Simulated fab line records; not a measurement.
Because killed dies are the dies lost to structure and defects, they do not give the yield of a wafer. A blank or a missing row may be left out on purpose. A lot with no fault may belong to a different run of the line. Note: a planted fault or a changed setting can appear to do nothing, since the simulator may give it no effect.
fab line records | flow nand_harc
[record] lots = 6 wafers = 18 last_day = 34
route steps=1302 shown A_CONTACT@1077
lots that met no fault: from a run of the same line without faults
start_h: hours from the record's opening day to when the first of the lot's shown wafers began | wait_h: time in hours since the lot's previous step | " repeats the value in the row above | L1.1+2: a single row standing in for several wafers | - no value, or no start was given | * or withheld: withheld | < > ~ a bound
route shown NAME@n: names a module that has steps shown in the file, with the first one's number in the route | usual: average and standard deviation across the fault-free wafers | same: alike in all rows | chamber/n: place in a boat | sites: readings site by site | _std_site: the values' standard deviation | _edge_site: inner sites' mean taken away from outer sites' mean | radius_mm: for every site, how far away it sits from the centre of the wafer | mask NAME#n: copy n | behind: the most recent tool/chamber to have shaped the wafer | hold: cause of the lot's hold/its duration in hours/its outcome | device: the n, p or np transistor that did not switch | end of line: tests of these same wafers at the route's end | step lacking rows: just its recipe | killed: the dies lost at the first sort to structure and to defects; this is not the yield of the wafer | map: the dies of a wafer, with x for killed, . for not killed, _ for no die there
set.NAME: the setting the step ran with; set.NAME@STEP: the setting that earlier step ran with | model.NAME: the simulator's own value behind a step, which no gauge read
lots at some steps of the route; a table a step, a row a wafer
services: the hour from which a tool's chamber was out of use, counted from the record's first day as start_h (under 0 if before that day), plus the number of hours and why
[[steps]]
[step NHARC_A_CONTACT_DEVELOP_07]
[recipe] develop_time_s = 35 dev_temp_c = 23
[step NHARC_A_CONTACT_CD_MEAS_08]
[recipe] target_cd_nm = 200 landing_energy_ev = 500
[usual] cd_nm = 199.7/0.52
// columns lot.wafer tool chamber start_h wait_h cd_nm
L877.1 cd_sem-02 0 525.51 - 200.0
L877.2 " 0 " " 200.3
L877.3 " 0 " " 200.5
L891.3 cd_sem-03 0 686.16 - 199.2
L891.4 " 0 " " 199.3
L891.5 " 0 " " 200.1
L893.2 cd_sem-02 0 700.61 - 199.4
L893.3 " 0 " " 199.7
L893.6 " 0 " " 199.9
L895.1 cd_sem-02 0 716.04 - 200.2
L895.4 " 0 " " 199.9
L895.6 " 0 " " 200.4
L894.1 cd_sem-03 0 725.36 - 200.0
L894.5 " 0 " " 199.5
L894.6 " 0 " " 198.7
L898.2 cd_sem-02 0 755.36 - 200.2
L898.5 " 0 " " 199.4
L898.6 " 0 " " 198.7
[step NHARC_A_CONTACT_OVL_MEAS_09]
[usual] overlay_x_nm = -0.1/0.87 overlay_y_nm = 0.0/0.9
// columns lot.wafer tool chamber start_h wait_h overlay_x_nm overlay_y_nm
L877.1 overlay-01 - 525.60 - -1.0 2.5
L877.2 " - " " -1.5 1.7
L877.3 " - " " -0.8 1.9
L891.3 overlay-02 - 686.25 - 0.6 0.1
L891.4 " - " " 1.1 -0.4
L891.5 " - " " 0.7 0.0
L893.2 overlay-02 - 700.70 - -0.6 -0.6
L893.3 " - " " 0.1 -0.3
L893.6 " - " " -0.2 -0.1
L895.1 overlay-01 - 716.13 - -0.4 -0.7
L895.4 " - " " 0.1 -0.6
L895.6 " - " " 0.3 -0.4
L894.1 overlay-02 - 725.45 - -1.8 0.1
L894.5 " - " " -1.5 0.0
L894.6 " - " " -2.7 -0.2
L898.2 overlay-02 - 755.44 - 0.8 0.1
L898.5 " - " " 1.5 0.7
L898.6 " - " " 0.9 0.3
[step NHARC_A_CONTACT_INSPECT_10]
[usual] raw_defect_count = 94/36
// columns lot.wafer tool chamber start_h wait_h raw_defect_count
L877.1 defect_inspect-01 - 525.64 0.0 132
L877.2 " - " " 116
L877.3 " - " " 97
L891.3 defect_inspect-01 - 686.28 0.0 87
L891.4 " - " " 114
L891.5 " - " " 107
L893.2 defect_inspect-01 - 700.73 0.0 91
L893.3 " - " " 88
L893.6 " - " " 94
L895.1 defect_inspect-01 - 716.16 0.0 79
L895.4 " - " " 85
L895.6 " - " " 89
L894.1 defect_inspect-01 - 725.49 0.0 73
L894.5 " - " " 82
L894.6 " - " " 95
L898.2 defect_inspect-01 - 755.48 0.0 146
L898.5 " - " " 114
L898.6 " - " " 166
[step NHARC_A_CONTACT_DESCUM_13]
[recipe] time_s = 3 o2_flow_sccm = 200 ar_flow_sccm = 0 bias_power_w = 0 chemistry = O2
[usual] drypump_motor_current_A = 5.8/0.34 o2_flow_sccm = 200.0/0.57 oes_product_au = 0.999/0.0098 rf_vpp_V = 57.7/0.87 showerhead_plenum_p_Torr = 1.87/0.051 throttle_valve_pct = 11.310/0.0085
// columns lot.wafer tool chamber start_h wait_h drypump_motor_current_A o2_flow_sccm oes_product_au rf_hours_counter_h rf_vpp_V showerhead_plenum_p_Torr throttle_valve_pct
L877.2 rie_diel-08 0 525.70 0.1 5.9 200.2 1.018 25 58.2 1.86 11.299
L877.3 " 2 " " 6.0 199.6 0.996 22 57.9 1.88 11.307
L877.1 " 3 " " 6.2 200.7 1.018 24 57.2 1.84 11.306
L891.4 rie_diel-08 2 686.34 0.1 6.0 199.5 0.999 26 56.4 1.87 11.318
L891.3 " 1 " " 5.9 200.0 0.988 22 56.5 1.85 11.310
L891.5 " 3 " " 6.2 199.7 1.012 - 56.8 1.83 11.296
L893.3 rie_diel-02 1 700.80 0.1 6.2 199.6 0.988 47 58.0 2.02 11.324
L893.2 " 2 " " 5.0 200.1 1.008 48 57.2 1.87 11.307
L893.6 " 1 " " 6.2 199.9 0.981 - 58.0 2.02 11.317
L895.4 rie_diel-08 2 716.23 0.1 6.0 200.3 1.000 31 58.2 1.86 11.322
L895.1 " 3 " " 6.2 200.1 1.001 31 58.7 1.83 11.316
L895.6 " 2 " " 6.0 200.3 0.998 - 57.3 1.86 11.300
L894.1 rie_diel-02 0 725.79 0.3 5.2 199.5 0.996 53 58.2 1.90 11.310
L894.5 " 0 " " 5.2 199.6 1.002 - 58.7 1.90 11.316
L894.6 " 1 " " 6.2 200.6 0.990 - 58.8 2.02 11.301
L898.2 rie_diel-08 0 755.54 0.1 5.9 200.4 1.007 3 57.1 1.85 11.316
L898.6 " 0 " " 5.9 200.5 1.013 - 56.9 1.85 11.309
L898.5 " 1 " " 5.8 199.1 1.012 - 57.5 1.85 11.292
[step NHARC_A_CONTACT_ETCH_88]
[recipe] target_depth_a = 390 over_etch_frac = 0.3 time_s = 65 ion_energy_ev = 80 cf4_flow_sccm = 150 ar_flow_sccm = 0 rf_w = 300 bias_w = 100 chemistry = CF4
[usual] bias_w = 100.0/0.33 cf4_flow_sccm = 150.1/0.49 drypump_motor_current_A = 5.8/0.35 oes_product_au = 0.999/0.01 rf_vpp_V = 150.8/0.99 showerhead_plenum_p_Torr = 1.73/0.044 throttle_valve_pct = 13.284/0.0089
// columns lot.wafer tool chamber start_h wait_h bias_w cf4_flow_sccm drypump_motor_current_A oes_product_au rf_hours_counter_h rf_vpp_V showerhead_plenum_p_Torr throttle_valve_pct
L877.3 rie_diel-08 0 525.81 0.1 100.1 149.6 5.9 1.016 25 150.7 1.72 13.287
L877.2 " 2 " " 99.7 149.7 6.0 1.002 22 150.8 1.74 13.303
L877.1 " 3 " " 99.8 149.3 6.2 1.008 25 150.9 1.71 13.284
L891.3 rie_diel-08 1 686.43 0.1 99.5 149.7 5.8 1.007 22 148.6 1.71 13.277
L891.4 " 3 " " 99.7 150.7 6.2 1.006 27 150.4 1.70 13.290
L891.5 " 1 " " 100.2 149.9 5.8 0.995 - 149.0 1.71 13.294
L893.3 rie_diel-02 3 700.89 0.1 100.9 149.6 5.2 1.006 48 151.2 1.70 13.285
L893.2 " 1 " " 99.4 149.5 6.2 1.000 47 152.6 1.86 13.292
L893.6 " 3 " " 100.2 149.3 5.2 0.994 - 150.1 1.70 13.258
L895.4 rie_diel-08 1 716.31 0.1 100.1 150.0 5.8 1.000 26 149.9 1.71 13.272
L895.1 " 3 " " 100.1 150.2 6.2 1.005 31 150.8 1.70 13.267
L895.6 " 2 " " 100.6 150.0 6.0 0.997 - 151.4 1.73 13.281
L894.1 rie_diel-02 0 726.07 0.3 100.2 150.2 5.2 0.998 53 152.4 1.76 13.283
L894.6 " 2 " " 99.7 150.3 5.0 0.999 - 151.4 1.73 13.287
L894.5 " 1 " " 99.5 151.0 6.2 0.991 - 152.4 1.86 13.288
L898.2 rie_diel-08 1 755.64 0.1 99.6 149.6 5.8 0.999 5 150.8 1.71 13.279
L898.6 " 3 " " 100.5 149.1 6.1 0.992 - 150.7 1.70 13.279
L898.5 " 0 " " 100.1 149.9 5.9 1.011 - 150.5 1.71 13.289
[step NHARC_A_CONTACT_ETCH_89]
[recipe] target_depth_a = 2600 over_etch_frac = 0.3 time_s = 475.3 ion_energy_ev = 200 n2_flow_sccm = 150 h2_flow_sccm = 150 ar_flow_sccm = 0 rf_w = 400 bias_w = 150 chemistry = N2/H2
[step NHARC_A_CONTACT_ETCH_30]
[recipe] target_depth_a = 726 time_s = 36.3 cf4_flow_sccm = 100 chf3_flow_sccm = 30 ar_flow_sccm = 0 rf_w = 500 bias_w = 200 chemistry = CF4/CHF3
[usual] bias_w = 200.0/0.61 cf4_flow_sccm = 100.0/0.31 chf3_flow_sccm = 30.01/0.095 drypump_motor_current_A = 5.8/0.34 oes_product_au = 0.932/0.018 rf_vpp_V = 369.6/1.5 showerhead_plenum_p_Torr = 1.54/0.041 throttle_valve_pct = 16.803/0.0086
// columns lot.wafer tool chamber start_h wait_h bias_w cf4_flow_sccm chf3_flow_sccm drypump_motor_current_A oes_product_au rf_hours_counter_h rf_vpp_V showerhead_plenum_p_Torr throttle_valve_pct
L877.1 rie_diel-08 0 - - 200.2 99.9 30.07 5.9 0.930 25 368.8 1.53 16.799
L877.3 " 2 " " 200.0 99.7 29.90 6.0 0.908 22 369.1 1.54 16.787
L877.2 " 3 " " 201.7 99.7 30.11 6.1 0.933 25 368.2 1.52 16.801
L891.4 rie_diel-08 2 - - 200.1 99.8 30.21 6.0 0.932 27 369.2 1.54 16.809
L891.3 " 1 " " 199.1 100.2 29.97 5.9 0.919 22 369.1 1.52 16.802
L891.5 " 3 " " 200.6 100.1 29.99 6.2 0.936 - 368.7 1.51 16.783
L893.2 rie_diel-02 2 - - 199.8 100.4 29.96 5.0 0.925 48 368.4 1.54 16.798
L893.3 " 3 " " 199.7 100.0 29.89 5.2 0.927 48 368.8 1.51 16.801
L893.6 " 1 " " 200.2 100.4 30.22 6.2 0.918 - 373.7 1.66 16.805
L895.1 rie_diel-08 0 - - 200.0 100.0 30.09 5.9 0.914 31 369.8 1.52 16.809
L895.4 " 1 " " 200.2 100.4 29.96 5.8 0.917 26 369.4 1.52 16.810
L895.6 " 2 " " 199.1 100.5 30.12 6.0 0.923 - 370.6 1.54 16.799
L894.1 rie_diel-02 2 - - 200.0 100.1 30.02 5.0 0.915 59 369.2 1.54 16.800
L894.6 " 0 " " 200.8 99.6 29.93 5.2 0.928 - 370.5 1.56 16.786
L894.5 " 1 " " 199.1 100.0 29.86 6.2 0.916 - 374.0 1.66 16.787
L898.2 rie_diel-08 3 - - 201.3 99.7 30.15 6.2 0.923 4 367.3 1.51 16.797
L898.6 " 0 " " 199.0 100.0 30.16 5.8 0.928 - 370.2 1.52 16.803
L898.5 " 1 " " 200.8 100.1 30.11 5.9 0.916 - 368.9 1.52 16.795
[step NHARC_A_CONTACT_ETCH_31]
[recipe] target_depth_a = 28000 over_etch_frac = 0.3 time_s = 728 ion_energy_ev = 150 o2_flow_sccm = 400 cos_flow_sccm = 20 ar_flow_sccm = 0 rf_w = 500 bias_w = 300 chemistry = O2/COS
[step NHARC_A_CONTACT_ETCH_134]
[recipe] source_w = withheld pressure_mtorr = 20 bias_v = withheld time_s = 140 target_depth_a = 7000 ar_flow_sccm = withheld c4f8_flow_sccm = withheld o2_flow_sccm = withheld chemistry = C4F8/O2/Ar
[usual] chamber_pressure_mTorr = 19.998/0.02 oes_air_line_au = 1.001/0.018
// columns lot.wafer tool chamber start_h wait_h chamber_pressure_mTorr oes_air_line_au rf_hours_counter_h
L877.2 har_cap_etch-03 1 527.23 - 19.986 0.981 47
L877.1 " 0 " " 20.041 0.981 47
L877.3 " 0 " " 20.001 0.978 -
L891.4 har_cap_etch-02 1 687.54 - 19.989 1.000 -
L891.3 " 0 " " 19.988 1.001 -
L891.5 " 0 " " 20.013 1.012 -
L893.2 har_cap_etch-02 1 701.91 - 20.024 1.018 118
L893.3 " 1 " " 19.984 1.034 -
L893.6 " 0 " " 19.997 0.984 -
L895.1 har_cap_etch-03 0 717.38 - 19.997 1.018 79
L895.4 " 1 " " 20.007 1.032 -
L895.6 " 1 " " 19.975 1.006 -
L894.1 har_cap_etch-02 0 727.33 - 19.987 0.999 123
L894.5 " 1 " " 19.974 1.004 -
L894.6 " 0 " " 19.995 0.979 -
L898.2 har_cap_etch-03 0 756.70 - 19.998 1.021 85
L898.5 " 1 " " 20.011 1.031 -
L898.6 " 0 " " 20.003 0.994 -
[step NHARC_A_CONTACT_ETCH_135]
[recipe] source_w = withheld pressure_mtorr = 20 bias_v = 1200 time_s = 311 target_depth_a = 19120 ar_flow_sccm = withheld c4f8_flow_sccm = withheld o2_flow_sccm = withheld chemistry = C4F8/O2/Ar
[usual] chamber_pressure_mTorr = 20.000/0.018 oes_air_line_au = 1.000/0.021
// columns lot.wafer tool chamber start_h wait_h chamber_pressure_mTorr oes_air_line_au rf_hours_counter_h
L877.2 har_cap_etch-03 1 527.43 0.2 20.037 1.000 47
L877.1 " 0 " " 20.001 0.981 47
L877.3 " 0 " " 19.984 0.959 -
L891.4 har_cap_etch-02 1 687.76 0.2 20.012 1.013 -
L891.3 " 0 " " 19.996 0.991 -
L891.5 " 0 " " 20.010 0.963 -
L893.2 har_cap_etch-02 1 702.11 0.2 20.003 0.976 118
L893.3 " 1 " " 20.007 0.973 -
L893.6 " 0 " " 19.976 1.019 -
L895.1 har_cap_etch-03 0 717.60 0.2 20.004 0.994 79
L895.4 " 1 " " 20.017 1.017 -
L895.6 " 1 " " 19.989 1.012 -
L894.1 har_cap_etch-02 0 727.54 0.2 20.011 1.004 123
L894.5 " 1 " " 20.037 1.045 -
L894.6 " 0 " " 19.984 0.996 -
L898.2 har_cap_etch-03 0 756.91 0.2 20.028 0.997 85
L898.5 " 1 " " 19.999 1.042 -
L898.6 " 0 " " 19.962 0.995 -
[step NHARC_A_CONTACT_ETCH_136]
[recipe] source_w = withheld pressure_mtorr = 20 bias_v = 1200 time_s = 311 target_depth_a = 19120 ar_flow_sccm = withheld c4f8_flow_sccm = withheld o2_flow_sccm = withheld chemistry = C4F8/O2/Ar
[step NHARC_A_CONTACT_ETCH_137]
[recipe] source_w = withheld pressure_mtorr = 20 bias_v = 1200 time_s = 311 target_depth_a = 19120 ar_flow_sccm = withheld c4f8_flow_sccm = withheld o2_flow_sccm = withheld chemistry = C4F8/O2/Ar
[usual] chamber_pressure_mTorr = 19.999/0.017 oes_air_line_au = 0.994/0.02
// columns lot.wafer tool chamber start_h wait_h chamber_pressure_mTorr oes_air_line_au rf_hours_counter_h
L877.2 har_cap_etch-03 1 527.97 0.2 20.012 0.998 48
L877.1 " 0 " " 20.002 0.996 48
L877.3 " 0 " " 20.004 1.000 -
L891.4 har_cap_etch-02 1 688.30 0.2 - - -
L891.3 " 0 " " - - -
L891.5 " 0 " " - - -
L893.2 har_cap_etch-02 1 702.65 0.2 - - -
L893.3 " 1 " " - - -
L893.6 " 0 " " - - -
L895.1 har_cap_etch-03 0 718.15 0.2 19.991 0.988 80
L895.4 " 1 " " 20.017 1.006 -
L895.6 " 1 " " 20.006 0.982 -
L894.1 har_cap_etch-02 0 728.08 0.2 19.986 1.004 124
L894.5 " 1 " " 20.007 0.978 -
L894.6 " 0 " " 19.984 0.989 -
L898.2 har_cap_etch-03 0 757.45 0.2 20.021 0.987 86
L898.5 " 1 " " 20.007 0.957 -
L898.6 " 0 " " 19.989 0.984 -
[step NHARC_A_CONTACT_ETCH_138]
[recipe] source_w = withheld pressure_mtorr = 20 bias_v = 1200 time_s = 311 target_depth_a = 19140 ar_flow_sccm = withheld c4f8_flow_sccm = withheld o2_flow_sccm = withheld chemistry = C4F8/O2/Ar
[[services]]
// columns tool chamber start_h hours kind
rie_diel-02 - 504.80 1.1 repair
rie_diel-08 1 515.47 58.7 repair
rie_diel-08 0 524.03 - clean
rie_diel-08 2 524.03 - clean
rie_diel-08 3 524.03 - clean
rie_diel-08 - 544.80 9.0 pm
rie_diel-08 0 544.80 9.0 vent_cycle
rie_diel-08 2 544.80 9.0 vent_cycle
rie_diel-08 3 544.80 9.0 vent_cycle
rie_diel-08 0 553.80 - clean
rie_diel-08 2 553.80 - clean
rie_diel-08 3 553.80 - clean
rie_diel-02 - 571.39 9.0 pm
rie_diel-08 0 578.30 - clean
rie_diel-08 1 578.30 - clean
rie_diel-08 2 578.30 - clean
rie_diel-08 0 590.40 1.3 repair
rie_diel-02 0 653.45 3.2 repair
rie_diel-02 1 667.45 4.3 repair
rie_diel-02 3 718.45 9.2 repair
rie_diel-08 - 721.80 9.0 pm
rie_diel-02 - 732.72 0.4 repair
rie_diel-02 - 748.39 9.0 pm
har_cap_etch-02 - 756.80 17.0 pm
[[key]]
[first_sign] step = NHARC_A_CONTACT_ETCH_137 reading = tool_record direction = missing
effect none on later readings
met_at NHARC_A_CONTACT_ETCH_137
struck_wafers L891.3,L891.4,L891.5,L893.2,L893.3,L893.6
later_rows_left_out L891.3,L891.4,L891.5,L893.2,L893.3,L893.6
sort_left_out L891.3,L891.4,L891.5,L893.2,L893.3,L893.6
tester_left_out L891,L893
[fault] kind = skipped_step_whole tool = har_cap_etch-02 chamber = - onset_h = 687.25 steps = NHARC_A_CONTACT_ETCH_137 scope = struck_lots_only
// tester_left_out: of these lots the tester's yield and bins aren't shown, on N5 and GAA mostly nor the transistor test; their killed dies are dies lost to structure and defects alone, not to doping, threshold or leakage, so they don't give the yield
// sort_left_out: the simulated sort isn't trusted on such a fault, so these wafers' sort isn't shown, and their yield isn't known
// later_rows_left_out: the simulator's readings of these wafers behind a module that went badly wrong aren't trusted and aren't shown, but for the sort
